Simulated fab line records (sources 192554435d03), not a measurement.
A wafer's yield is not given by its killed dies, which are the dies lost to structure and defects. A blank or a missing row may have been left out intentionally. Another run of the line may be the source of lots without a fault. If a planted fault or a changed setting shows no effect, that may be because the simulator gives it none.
Chamber matching || flow n5 finfet || rie diel-03 running N5_FIN_CUT_ETCH_30: 4 sister chambers
The step etches underlayer in N2/H2, target depth 13 nm, time 10.4 s. 16 wafers are shown with their chamber, then 8 later ones without.

## WAFERS WITH THEIR CHAMBER
{"wafer": "L076.1", "chamber": 0, "drypump motor current A (A)": 5.5, "showerhead plenum p Torr (Torr)": 2.50, "throttle valve pct (%)": 17.77}
{"wafer": "L076.3", "chamber": 1, "drypump motor current A (A)": 5.1, "showerhead plenum p Torr (Torr)": 2.54, "throttle valve pct (%)": 17.73}
{"wafer": "L076.5", "chamber": 3, "drypump motor current A (A)": 5.6, "showerhead plenum p Torr (Torr)": 2.66, "throttle valve pct (%)": 18.00}
{"wafer": "L078.3", "chamber": 3, "drypump motor current A (A)": 5.6, "showerhead plenum p Torr (Torr)": 2.66, "throttle valve pct (%)": 17.99}
{"wafer": "L078.5", "chamber": 0, "drypump motor current A (A)": 5.5, "showerhead plenum p Torr (Torr)": 2.50, "throttle valve pct (%)": 17.78}
{"wafer": "L078.6", "chamber": 1, "drypump motor current A (A)": 5.1, "showerhead plenum p Torr (Torr)": 2.54, "throttle valve pct (%)": 17.75}
{"wafer": "L085.2", "chamber": 2, "drypump motor current A (A)": 5.1, "showerhead plenum p Torr (Torr)": 2.61, "throttle valve pct (%)": 17.69}
{"wafer": "L085.3", "chamber": 0, "drypump motor current A (A)": 5.4, "showerhead plenum p Torr (Torr)": 2.49, "throttle valve pct (%)": 17.79}
{"wafer": "L085.5", "chamber": 0, "drypump motor current A (A)": 5.5, "showerhead plenum p Torr (Torr)": 2.49, "throttle valve pct (%)": 17.79}
{"wafer": "L089.1", "chamber": 2, "drypump motor current A (A)": 5.1, "showerhead plenum p Torr (Torr)": 2.60, "throttle valve pct (%)": 17.71}
{"wafer": "L089.2", "chamber": 1, "drypump motor current A (A)": 5.1, "showerhead plenum p Torr (Torr)": 2.53, "throttle valve pct (%)": 17.80}
{"wafer": "L089.5", "chamber": 1, "drypump motor current A (A)": 5.1, "showerhead plenum p Torr (Torr)": 2.53, "throttle valve pct (%)": 17.78}
{"wafer": "L091.1", "chamber": 3, "drypump motor current A (A)": 5.6, "showerhead plenum p Torr (Torr)": 2.65, "throttle valve pct (%)": 18.05}
{"wafer": "L091.2", "chamber": 2, "drypump motor current A (A)": 5.1, "showerhead plenum p Torr (Torr)": 2.60, "throttle valve pct (%)": 17.71}
{"wafer": "L091.5", "chamber": 2, "drypump motor current A (A)": 5.1, "showerhead plenum p Torr (Torr)": 2.60, "throttle valve pct (%)": 17.71}
{"wafer": "L092.1", "chamber": 3, "drypump motor current A (A)": 5.6, "showerhead plenum p Torr (Torr)": 2.65, "throttle valve pct (%)": 18.06}

SIGNATURES, as means of the wafers listed above
{"reading": "drypump motor current A", "chamber 0": 5.475, "chamber 1": 5.100, "chamber 2": 5.100, "chamber 3": 5.600, "scatter within a chamber": 0.025}
{"reading": "showerhead plenum p Torr", "chamber 0": 2.4950, "chamber 1": 2.5350, "chamber 2": 2.6025, "chamber 3": 2.6550, "scatter within a chamber": 0.00559}
{"reading": "throttle valve pct", "chamber 0": 17.7825, "chamber 1": 17.7650, "chamber 2": 17.7050, "chamber 3": 18.0250, "scatter within a chamber": 0.0245}
Rule: a wafer lies at a distance from a chamber equal to the root of the sum of squares, over the readings, of (its reading less the chamber's mean, divided by the reading's scatter). If the next closest chamber is less than 2 further off than the closest, the wafer can't be placed; otherwise it belongs to the closest. How the scatter is found: for the shown wafers, subtract from each reading the mean of its chamber, square and add these, divide the total by (wafers less chambers), then take the root.

## WAFERS MISSING THEIR CHAMBER
{"wafer": "L092.2", "drypump motor current A (A)": 5.1, "showerhead plenum p Torr (Torr)": 2.53, "throttle valve pct (%)": 17.80}
{"wafer": "L092.3", "drypump motor current A (A)": 5.1, "showerhead plenum p Torr (Torr)": 2.60, "throttle valve pct (%)": 17.72}
{"wafer": "L094.2", "drypump motor current A (A)": 5.6, "showerhead plenum p Torr (Torr)": 2.64, "throttle valve pct (%)": 18.06}
{"wafer": "L094.4", "drypump motor current A (A)": 5.5, "showerhead plenum p Torr (Torr)": 2.48, "throttle valve pct (%)": 17.84}
{"wafer": "L094.5", "drypump motor current A (A)": 5.1, "showerhead plenum p Torr (Torr)": 2.53, "throttle valve pct (%)": 17.80}
{"wafer": "L097.1", "drypump motor current A (A)": 5.5, "showerhead plenum p Torr (Torr)": 2.48, "throttle valve pct (%)": 17.84}
{"wafer": "L097.5", "drypump motor current A (A)": 5.6, "showerhead plenum p Torr (Torr)": 2.64, "throttle valve pct (%)": 18.05}
{"wafer": "L097.6", "drypump motor current A (A)": 5.5, "showerhead plenum p Torr (Torr)": 2.48, "throttle valve pct (%)": 17.84}

## WHICH CHAMBER EACH ONE RAN IN
{"wafer": "L092.2", "from the rows above": 1, "in truth": 1}
{"wafer": "L092.3", "from the rows above": 2, "in truth": 2}
{"wafer": "L094.2", "from the rows above": 3, "in truth": 3}
{"wafer": "L094.4", "from the rows above": 0, "in truth": 0}
{"wafer": "L094.5", "from the rows above": 1, "in truth": 1}
{"wafer": "L097.1", "from the rows above": 0, "in truth": 0}
{"wafer": "L097.5", "from the rows above": 3, "in truth": 3}
{"wafer": "L097.6", "from the rows above": 0, "in truth": 0}
Correct placement for 8 of the 8. Not placeable from these rows: 0. Number placed wrongly: 0.
